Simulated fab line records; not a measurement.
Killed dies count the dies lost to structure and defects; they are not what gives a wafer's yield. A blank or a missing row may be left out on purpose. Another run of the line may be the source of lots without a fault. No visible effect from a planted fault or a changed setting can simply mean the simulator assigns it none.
fab line records ; flow nand-harc
record: lots: 13; wafers: 39; last-day: 34
route steps=1302 shown A_SIN_REMOVE@951 A_WL_FILL@954 END@1302
lots that met no fault: from a run of the same line without faults
start-h: start of the lot's first displayed wafer, in hours after the record's first day ; wait-h: time in hours since the lot's previous step ; " unchanged from the row above ; L1.1+2: a row that stands for several wafers ; - no value, or no start was given ; * or withheld: withheld ; < > ~ a bound
route shown NAME@n: a module of which the file shows steps, and the number in the route of the first ; usual: mean/standard deviation taken from wafers without a fault ; same: alike in all rows ; chamber/n: place in a boat ; sites: readings site by site ; _std_site: standard deviation across them ; _edge_site: mean of outer sites minus mean of inner sites ; radius-mm: for every site, how far away it sits from the centre of the wafer ; mask NAME#n: copy n ; behind: the most recent tool/chamber to have shaped the wafer ; hold: cause of the lot's hold/its duration in hours/its outcome ; device: which transistor (n, p or np) failed to switch ; end of line: the same wafers' tests at the end of the route ; for a step that has no rows: nothing shown but its recipe ; killed: dies that structure and defects cost at the first sort, which is not the same as the wafer's yield ; map: a wafer's dies, x killed, . not, _ none there
set.NAME: the run value of the setting; set.NAME@STEP: its run value at that earlier step ; model.NAME: the simulator's own value behind a step, which no gauge read
steps of the route over a sample of lots; a table a step, a row a wafer
services: a tool's chamber out of use, with start hour (start-h, from the record's first day; less than 0 if before it), hours out, and reason
== steps ==
step: NHARC_A_SIN_REMOVE_INSPECT_04
usual: raw-defect-count: 372/76
lot.wafer;tool;chamber;start-h;wait-h;raw-defect-count
L576.1;defect-inspect-01;-;473.75;0.1;302
L576.3;defect-inspect-01;-;473.75;0.1;256
L576.5;defect-inspect-01;-;473.75;0.1;324
L578.1;defect-inspect-01;-;486.35;0.0;423
L578.4;defect-inspect-01;-;486.35;0.0;234
L578.6;defect-inspect-01;-;486.35;0.0;258
L580.3;defect-inspect-02;-;493.77;0.0;366
L580.4;defect-inspect-02;-;493.77;0.0;442
L580.6;defect-inspect-02;-;493.77;0.0;426
L579.3;defect-inspect-01;-;501.01;0.0;331
L579.5;defect-inspect-01;-;501.01;0.0;341
L579.6;defect-inspect-01;-;501.01;0.0;376
L581.1;defect-inspect-02;-;501.04;0.0;409
L581.4;defect-inspect-02;-;501.04;0.0;458
L581.5;defect-inspect-02;-;501.04;0.0;293
L582.2;defect-inspect-01;-;526.89;0.0;423
L582.4;defect-inspect-01;-;526.89;0.0;426
L582.6;defect-inspect-01;-;526.89;0.0;349
L583.3;defect-inspect-02;-;533.50;0.0;268
L583.4;defect-inspect-02;-;533.50;0.0;357
L583.5;defect-inspect-02;-;533.50;0.0;387
L590.3;defect-inspect-01;-;610.25;0.0;448
L590.4;defect-inspect-01;-;610.25;0.0;423
L590.6;defect-inspect-01;-;610.25;0.0;463
L593.1;defect-inspect-02;-;632.85;0.0;373
L593.4;defect-inspect-02;-;632.85;0.0;538
L593.6;defect-inspect-02;-;632.85;0.0;404
L595.2;defect-inspect-02;-;641.84;0.0;324
L595.3;defect-inspect-02;-;641.84;0.0;433
L595.4;defect-inspect-02;-;641.84;0.0;462
L596.4;defect-inspect-02;-;652.78;0.0;311
L596.5;defect-inspect-02;-;652.78;0.0;302
L596.6;defect-inspect-02;-;652.78;0.0;284
L597.2;defect-inspect-02;-;677.59;0.0;461
L597.4;defect-inspect-02;-;677.59;0.0;414
L597.5;defect-inspect-02;-;677.59;0.0;381
L599.1;defect-inspect-02;-;704.16;0.0;374
L599.3;defect-inspect-02;-;704.16;0.0;339
L599.5;defect-inspect-02;-;704.16;0.0;425
step: NHARC_A_WL_FILL_ALD_02
recipe: target-thk-a: 20; pulse-time-s: 3; ald-cycles: 100; temp-c: 450; material: TiN
usual: heater-power-w: 1058/110; precursor-pulse-height-rel: 0.998/0.019
lot.wafer;tool;chamber;start-h;wait-h;heater-power-w;precursor-pulse-height-rel
L576.1;ald-metal-01;0;474.30;0.2;1062;0.987
L576.3;ald-metal-01;1;474.30;0.2;1140;0.989
L576.5;ald-metal-01;1;474.30;0.2;1120;1.000
L578.4;ald-metal-04;1;486.93;0.1;1195;1.017
L578.1;ald-metal-04;2;486.93;0.1;1249;1.004
L578.6;ald-metal-04;1;486.93;0.1;1170;1.055
L580.4;ald-metal-02;1;494.36;0.1;911;1.023
L580.3;ald-metal-02;3;494.36;0.1;1028;0.998
L580.6;ald-metal-02;1;494.36;0.1;917;0.980
L579.3;ald-metal-01;3;501.60;0.2;1093;1.025
L579.6;ald-metal-01;2;501.60;0.2;1054;0.985
L579.5;ald-metal-01;3;501.60;0.2;1082;0.988
L581.4;ald-metal-04;0;501.74;0.1;926;0.972
L581.1;ald-metal-04;1;501.74;0.1;1208;0.987
L581.5;ald-metal-04;3;501.74;0.1;994;1.010
L582.2;ald-metal-04;3;527.45;0.2;1010;0.963
L582.4;ald-metal-04;1;527.45;0.2;1167;1.003
L582.6;ald-metal-04;3;527.45;0.2;1044;0.993
L583.4;ald-metal-02;0;534.08;0.1;1089;1.023
L583.3;ald-metal-02;2;534.08;0.1;922;0.991
L583.5;ald-metal-02;0;534.08;0.1;1108;0.998
L590.3;ald-metal-04;1;610.98;0.1;1200;0.985
L590.4;ald-metal-04;2;610.98;0.1;1269;0.991
L590.6;ald-metal-04;1;610.98;0.1;1188;0.984
L593.4;ald-metal-01;1;633.42;0.1;1070;1.012
L593.1;ald-metal-01;2;633.42;0.1;1036;1.002
L593.6;ald-metal-01;0;633.42;0.1;1076;0.989
L595.4;ald-metal-04;3;643.03;0.1;1059;1.016
L595.2;ald-metal-04;0;643.03;0.1;933;0.974
L595.3;ald-metal-04;2;643.03;0.1;1271;0.984
L596.4;ald-metal-01;3;653.36;0.1;1094;1.003
L596.5;ald-metal-01;2;653.36;0.1;1040;0.999
L596.6;ald-metal-01;3;653.36;0.1;1057;0.986
L597.2;ald-metal-02;1;678.15;0.2;846;1.005
L597.4;ald-metal-02;3;678.15;0.2;1053;1.006
L597.5;ald-metal-02;2;678.15;0.2;906;0.985
L599.3;ald-metal-02;1;705.28;0.1;851;0.977
L599.1;ald-metal-02;3;705.28;0.1;1055;1.028
L599.5;ald-metal-02;2;705.28;0.1;883;1.006
step: NHARC_A_WL_FILL_ETCHBACK_04
recipe: target-depth-a: 600; time-s: 120; chemistry: NF3
usual: drypump-motor-current-A: 5.88/0.26; oes-product-au: 1.000/0.009; run-length-s: 141.5/0.37
lot.wafer;tool;chamber;start-h;wait-h;drypump-motor-current-A;oes-product-au;rf-hours-counter-h;run-length-s
L576.1;rie-metal-01;1;475.15;0.4;5.82;1.004;1.1;141.4
L576.3;rie-metal-01;1;475.15;0.4;5.82;1.002;-;140.8
L576.5;rie-metal-01;0;475.15;0.4;5.78;1.001;-;141.7
L578.1;rie-metal-01;0;487.74;0.4;5.80;1.001;1.3;141.9
L578.4;rie-metal-01;1;487.74;0.4;5.79;0.999;-;140.7
L578.6;rie-metal-01;1;487.74;0.4;5.78;1.007;-;140.7
L580.3;rie-metal-03;0;495.19;0.2;5.68;1.015;-;141.6
L580.4;rie-metal-03;1;495.19;0.2;6.16;0.987;-;141.5
L580.6;rie-metal-03;1;495.19;0.2;6.13;0.989;-;141.6
L579.3;rie-metal-01;0;502.47;0.3;5.81;1.004;-;141.8
L579.5;rie-metal-01;1;502.47;0.3;5.80;1.005;-;141.4
L579.6;rie-metal-01;0;502.47;0.3;5.77;1.012;-;142.1
L581.1;rie-metal-03;1;502.54;0.4;6.13;0.998;2.5;141.5
L581.4;rie-metal-03;0;502.54;0.4;5.63;1.010;-;141.7
L581.5;rie-metal-03;1;502.54;0.4;6.12;0.994;-;141.7
L582.2;rie-metal-01;0;528.29;0.4;5.78;1.015;2.3;141.7
L582.4;rie-metal-01;0;528.29;0.4;5.77;1.008;-;141.9
L582.6;rie-metal-01;1;528.29;0.4;5.77;1.019;-;140.9
L583.4;rie-metal-03;0;534.92;0.2;5.65;1.001;-;141.5
L583.3;rie-metal-03;1;534.92;0.2;6.15;1.000;-;141.5
L583.5;rie-metal-03;0;534.92;0.2;5.65;1.005;-;141.4
L590.4;rie-metal-01;1;611.85;0.3;5.80;0.979;-;141.3
L590.3;rie-metal-01;0;611.85;0.3;5.80;1.003;-;133.4
L590.6;rie-metal-01;0;611.85;0.3;5.78;1.009;-;133.2
L593.1;rie-metal-01;0;636.49;0.6;5.79;1.003;0.7;141.9
L593.4;rie-metal-01;0;636.49;0.6;5.81;1.006;-;141.6
L593.6;rie-metal-01;1;636.49;0.6;5.79;0.986;-;132.5
L595.2;rie-metal-03;1;644.64;0.5;6.12;0.983;2.1;141.5
L595.4;rie-metal-03;0;644.64;0.5;5.63;1.007;-;141.5
L595.3;rie-metal-03;1;644.64;0.5;6.13;0.994;-;141.7
L596.4;rie-metal-03;1;654.23;0.3;6.11;0.997;-;142.3
L596.6;rie-metal-03;0;654.23;0.3;5.67;0.993;-;141.7
L596.5;rie-metal-03;1;654.23;0.3;6.11;1.003;-;142.0
L597.2;rie-metal-03;0;678.96;0.3;5.66;1.006;2.8;141.6
L597.4;rie-metal-03;0;678.96;0.3;5.65;1.005;-;141.5
L597.5;rie-metal-03;1;678.96;0.3;6.10;1.000;-;141.7
L599.1;rie-metal-02;0;706.14;0.3;5.63;1.008;1.3;141.4
L599.3;rie-metal-02;1;706.14;0.3;6.53;0.994;-;141.0
L599.5;rie-metal-02;0;706.14;0.3;5.64;1.005;-;142.1
step: NHARC_A_WL_FILL_ALD_10
recipe: target-thk-a: 500; pulse-time-s: 10; ald-cycles: 500; temp-c: 300; material: SiO2
usual: heater-power-w: 454/47; precursor-pulse-height-rel: 0.998/0.019
lot.wafer;tool;chamber;start-h;wait-h;heater-power-w;precursor-pulse-height-rel
L576.1;ald-hk-03;2;483.64;0.1;488;0.979
L576.3;ald-hk-03;0;484.68;1.1;532;1.024
L576.5;ald-hk-03;2;485.72;2.1;486;1.032
L578.4;ald-hk-03;3;493.36;0.0;457;0.993
L578.1;ald-hk-03;2;494.93;1.6;482;0.979
L578.6;ald-hk-03;0;495.98;2.7;533;1.002
L580.4;ald-hk-02;2;503.50;0.0;453;1.014
L580.3;ald-hk-02;0;504.52;1.1;469;1.016
L580.6;ald-hk-02;3;506.07;2.6;390;1.026
L581.1;ald-hk-02;3;511.44;0.1;383;1.007
L581.4;ald-hk-02;2;512.98;1.6;471;1.011
L581.5;ald-hk-02;0;514.00;2.6;469;1.027
L579.3;ald-hk-04;3;513.00;1.6;426;0.989
L579.5;ald-hk-04;0;513.00;1.6;467;1.037
L579.6;ald-hk-04;1;513.00;1.6;501;1.013
L582.2;ald-hk-04;1;534.02;0.1;498;0.995
L582.4;ald-hk-04;2;534.02;0.1;422;1.024
L582.6;ald-hk-04;2;536.61;2.6;409;1.027
L583.4;ald-hk-04;2;540.60;0.1;412;1.010
L583.3;ald-hk-04;3;540.60;0.1;435;0.984
L583.5;ald-hk-04;2;542.67;2.1;411;1.035
L590.4;ald-hk-03;3;617.23;0.0;451;1.023
L590.3;ald-hk-03;0;617.23;0.0;505;0.997
L590.6;ald-hk-03;3;619.30;2.1;458;1.008
L593.4;ald-hk-04;1;641.68;0.1;487;0.977
L593.1;ald-hk-04;0;643.22;1.6;470;1.026
L593.6;ald-hk-04;2;644.24;2.6;402;1.009
L595.2;ald-hk-04;2;650.25;0.6;402;0.990
L595.3;ald-hk-04;3;650.25;0.6;427;0.961
L595.4;ald-hk-04;0;650.25;0.6;466;1.010
L596.4;ald-hk-03;1;662.92;3.6;389;0.983
L596.5;ald-hk-03;3;663.95;4.6;465;0.999
L596.6;ald-hk-03;0;663.95;4.6;518;0.987
L597.2;ald-hk-04;3;687.54;0.6;433;1.023
L597.4;ald-hk-04;1;688.57;1.6;490;0.968
L597.5;ald-hk-04;3;689.59;2.6;436;0.984
L599.3;ald-hk-03;1;711.72;0.0;376;0.994
L599.1;ald-hk-03;2;711.72;0.0;512;0.993
L599.5;ald-hk-03;2;714.33;2.7;516;0.962
step: NHARC_END_SORT_01
recipe: temp-c: 25
usual: killed-at-array: 56/19; killed-at-other: 1.0/1.3; killed-at-periphery: 3.8/2.2; killed-dies: 61/19; killed-open: 3.1/1.9; killed-short: 2.3/1.5
same: gross-dies: 677
lot.wafer;tool;chamber;start-h;wait-h;killed-at-array;killed-at-other;killed-at-periphery;killed-dies;killed-open;killed-short
L590.3;prober-01;0;705.91;3.1;50;3;3;56;2;2
L590.4;prober-01;0;706.71;3.4;38;1;1;40;4;1
L590.6;prober-01;0;708.32;4.0;46;2;6;54;0;2
L593.1;prober-01;0;740.40;2.5;49;0;3;52;2;4
L593.4;prober-01;0;742.81;3.4;57;0;6;63;7;1
L593.6;prober-01;0;744.41;4.0;67;0;6;73;6;1
L595.2;prober-01;0;749.03;2.8;88;0;5;93;4;1
L595.3;prober-01;0;749.84;3.1;96;2;4;102;2;1
L595.4;prober-01;0;750.65;3.4;75;0;3;78;2;1
L596.4;prober-02;0;753.08;3.4;32;0;7;39;2;2
L596.5;prober-02;0;753.87;3.7;37;2;4;43;4;4
L596.6;prober-02;0;754.67;4.0;37;3;4;44;6;4
killed by level:class
L590.3 A_CHANNEL_HOLE_D1:chamber-film-flake=31 A_SLIT:chamber-film-flake=7 A_CONTACT:chamber-film-flake=5 THIN_TSV:chamber-film-flake=2 A_WL_FILL:chamber-film-flake=2 A_BONDPAD:chamber-film-flake=2 P_M0:geometric-particle:open=1 P_M0:geometric-particle:short=1
L590.4 A_CHANNEL_HOLE_D1:chamber-film-flake=25 A_STAIRCASE:chamber-film-flake=3 A_SLIT:chamber-film-flake=2 A_CONTACT:chamber-film-flake=2 P_GATE:geometric-particle:open=1 A_ONON_D1:geometric-particle:open=1 A_ONON_D2:geometric-particle:open=1 A_CHANNEL_FILL_D2:geometric-particle:open=1
L590.6 A_CHANNEL_HOLE_D1:chamber-film-flake=34 P_STI:chamber-film-flake=5 A_SLIT:chamber-film-flake=4 A_CONTACT:chamber-film-flake=3 A_STAIRCASE:chamber-film-flake=2 A_SGD_CUT:geometric-particle:short=1 STARTING-WAFER:geometric-particle:short=1 P_GATE:chamber-film-flake=1
L593.1 A_CHANNEL_HOLE_D2:chamber-film-flake=20 A_CHANNEL_HOLE_D1:chamber-film-flake=10 A_STAIRCASE:chamber-film-flake=6 A_SLIT:chamber-film-flake=5 A_WL_FILL:geometric-particle:short=2 P_ZERO_WELL:chamber-film-flake=2 A_CONTACT:chamber-film-flake=2 P_GATE:geometric-particle:short=1
L593.4 A_CHANNEL_HOLE_D2:chamber-film-flake=23 A_STAIRCASE:chamber-film-flake=8 A_SLIT:chamber-film-flake=7 A_CHANNEL_HOLE_D1:chamber-film-flake=6 P_M0:geometric-particle:open=4 A_SGD_CUT:chamber-film-flake=4 A_CONTACT:chamber-film-flake=3 P_ZERO_WELL:chamber-film-flake=2
L593.6 A_CHANNEL_HOLE_D2:chamber-film-flake=26 A_STAIRCASE:chamber-film-flake=10 A_CHANNEL_HOLE_D1:chamber-film-flake=8 A_SLIT:chamber-film-flake=8 P_ZERO_WELL:chamber-film-flake=6 A_CONTACT:chamber-film-flake=6 A_M0:geometric-particle:open=2 A_ZERO_WELL:chamber-film-flake=2
L595.2 A_CHANNEL_HOLE_D1:chamber-film-flake=33 A_SLIT:chamber-film-flake=29 A_CHANNEL_HOLE_D2:chamber-film-flake=14 P_GATE:chamber-film-flake=4 A_CONTACT:chamber-film-flake=4 A_ZERO_WELL:chamber-film-flake=2 P_CONTACT:geometric-particle:open=1 A_CHANNEL_HOLE_D1:geometric-particle:open=1
L595.3 A_SLIT:chamber-film-flake=34 A_CHANNEL_HOLE_D1:chamber-film-flake=26 A_CHANNEL_HOLE_D2:chamber-film-flake=24 A_CONTACT:chamber-film-flake=6 P_ZERO_WELL:chamber-film-flake=3 A_DECK1_JOINT:chamber-film-flake=2 THIN_TSV:chamber-film-flake=2 P_M2:geometric-particle:open=1
L595.4 A_CHANNEL_HOLE_D1:chamber-film-flake=28 A_SLIT:chamber-film-flake=24 A_CHANNEL_HOLE_D2:chamber-film-flake=16 P_ZERO_WELL:chamber-film-flake=3 A_STAIRCASE:chamber-film-flake=2 A_DECK1_JOINT:geometric-particle:open=1 A_ONON_D2:geometric-particle:open=1 A_WL_FILL:geometric-particle:short=1
L596.4 A_CHANNEL_HOLE_D1:chamber-film-flake=14 A_SLIT:chamber-film-flake=5 P_ZERO_WELL:chamber-film-flake=4 A_CONTACT:chamber-film-flake=4 P_GATE:chamber-film-flake=3 A_ONON_D1:geometric-particle:open=2 A_STAIRCASE:chamber-film-flake=2 A_DECK1_JOINT:geometric-particle:short=1
L596.5 A_CHANNEL_HOLE_D1:chamber-film-flake=15 A_SLIT:chamber-film-flake=6 A_STAIRCASE:chamber-film-flake=3 A_ONON_D2:geometric-particle:open=2 A_CHANNEL_FILL_D2:geometric-particle:short=2 P_GATE:chamber-film-flake=2 THIN_TSV:chamber-film-flake=2 A_WL_FILL:chamber-film-flake=2
L596.6 A_CHANNEL_HOLE_D1:chamber-film-flake=12 A_SLIT:chamber-film-flake=5 A_STAIRCASE:chamber-film-flake=3 THIN_TSV:chamber-film-flake=3 P_GATE:chamber-film-flake=2 A_DECK1_JOINT:chamber-film-flake=2 A_CHANNEL_FILL_D2:chamber-film-flake=2 A_CONTACT:chamber-film-flake=2
== services ==
tool;chamber;start-h;hours;kind
ald-metal-01;-;464.13;0.9;repair
ald-metal-02;3;469.77;3.7;repair
ald-metal-04;1;470.09;6.0;repair
ald-metal-04;-;474.00;10.0;pm
rie-metal-03;-;519.00;9.0;pm
ald-metal-02;2;519.94;4.1;repair
ald-metal-01;-;526.00;10.0;pm
rie-metal-01;-;528.47;0.2;repair
ald-metal-01;0;567.48;24.5;repair
ald-hk-03;-;568.80;10.0;pm
ald-metal-01;-;572.17;26.6;repair
ald-metal-04;0;574.69;8.1;repair
rie-metal-01;-;575.00;9.0;pm
ald-metal-02;-;610.00;10.0;pm
ald-hk-04;-;616.37;10.0;pm
ald-metal-01;3;634.90;6.4;repair
ald-metal-04;0;643.82;5.0;repair
rie-metal-03;-;648.30;0.3;repair
ald-metal-04;0;654.56;2.7;repair
rie-metal-01;1;654.86;1.7;repair
rie-metal-01;-;682.14;0.4;repair
rie-metal-03;-;696.00;9.0;pm
rie-metal-01;-;702.50;0.3;repair
ald-metal-01;-;704.00;10.0;pm
== key ==
first-sign: step: NHARC_A_WL_FILL_ETCHBACK_04; reading: run-length-s; direction: down; sigmas: 23; usual: *; struck: *
effect none on later readings
met-at NHARC_A_WL_FILL_ETCHBACK_04
struck-lots L590,L593
struck-wafers L590.3,L590.6,L593.6
tester-left-out L590,L593
not-acting-at NHARC_A_SIN_REMOVE_INSPECT_04,NHARC_A_WL_FILL_ALD_02,NHARC_A_WL_FILL_ALD_10
onset-between 528.29 611.85
fault: kind: process-parameter-drift; tool: rie-metal-01; chamber: -; onset-h: 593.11; steps: NHARC_A_WL_FILL_ETCHBACK_04; channel: time-s; offset: *; shape: step; end-h: 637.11; scope: struck-wafers-only; acts-in: *; stated: *
tester-left-out: of these lots the tester's yield and bins aren't shown, on N5 and GAA mostly nor the transistor test; their killed dies are dies lost to structure and defects alone, not to doping, threshold or leakage, so they don't give the yield
